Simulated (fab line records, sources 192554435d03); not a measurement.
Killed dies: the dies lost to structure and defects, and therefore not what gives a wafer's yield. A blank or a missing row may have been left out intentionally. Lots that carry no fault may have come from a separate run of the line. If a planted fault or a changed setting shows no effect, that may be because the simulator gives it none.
Chamber matching | flow n5-finfet | ald-metal-04 running N5_BEOL_M9_ALD_74: 4 sister chambers
The step deposits TaN, target thk 2 nm, pulse time 2 s, purge time 3 s. 20 wafers are shown with their chamber, then 10 later ones without.

## WAFERS PAIRED WITH THEIR CHAMBERS
wafer  | chamber | heater-power-w (W) | mfc-carrier-sccm (sccm)
L076.1 | 3       | 443                | 1491
L076.2 | 2       | 409                | 1492
L076.3 | 1       | 412                | 1498
L078.1 | 2       | 394                | 1495
L078.3 | 1       | 410                | 1504
L078.4 | 3       | 438                | 1505
L079.2 | 3       | 457                | 1502
L079.3 | 2       | 399                | 1505
L079.4 | 1       | 410                | 1497
L080.2 | 3       | 450                | 1503
L080.3 | 2       | 396                | 1494
L080.4 | 0       | 390                | 1500
L081.1 | 0       | 392                | 1502
L081.3 | 2       | 399                | 1494
L081.6 | 0       | 391                | 1494
L082.1 | 2       | 392                | 1499
L082.3 | 0       | 390                | 1501
L082.4 | 1       | 408                | 1501
L085.1 | 2       | 398                | 1496
L085.2 | 1       | 410                | 1500

SIGNATURES (means of the wafers above)
reading          | chamber 0 | chamber 1 | chamber 2 | chamber 3 | scatter within a chamber
heater-power-w   | 390.75    | 410.00    | 398.14    | 447.00    | 4.97
mfc-carrier-sccm | 1499.25   | 1500.00   | 1496.43   | 1500.25   | 4.34
Rule: a wafer lies at a distance from a chamber equal to the root of the sum of squares, over the readings, of (its reading less the chamber's mean, divided by the reading's scatter). If the next closest chamber is less than 2 further off than the closest, the wafer can't be placed; otherwise it belongs to the closest. The scatter: take each reading less its chamber's mean, square it, sum over the shown wafers, divide by the number of wafers less the number of chambers, and take the root.

## WAFERS WITH NO CHAMBER GIVEN
wafer  | heater-power-w (W) | mfc-carrier-sccm (sccm)
L085.6 | 407                | 1499
L087.3 | 394                | 1501
L087.4 | 458                | 1504
L087.5 | 459                | 1502
L092.1 | 455                | 1504
L092.2 | 408                | 1500
L092.5 | 465                | 1511
L096.1 | 388                | 1505
L096.3 | 377                | 1507
L096.5 | 383                | 1503

## EACH ONE'S CHAMBER
wafer  | from the rows above     | in truth
L085.6 | can't be placed: 1 or 2 | 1
L087.3 | can't be placed: 0 or 2 | 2
L087.4 | 3                       | 3
L087.5 | 3                       | 3
L092.1 | 3                       | 3
L092.2 | can't be placed: 1 or 2 | 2
L092.5 | 3                       | 3
L096.1 | can't be placed: 0 or 2 | 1
L096.3 | can't be placed: 0 or 2 | 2
L096.5 | can't be placed: 0 or 2 | 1
Placed correctly: 4 of 10. From these rows, 6 cannot be placed; in 4 the true chamber is one of the candidates. Wrongly placed: 0.
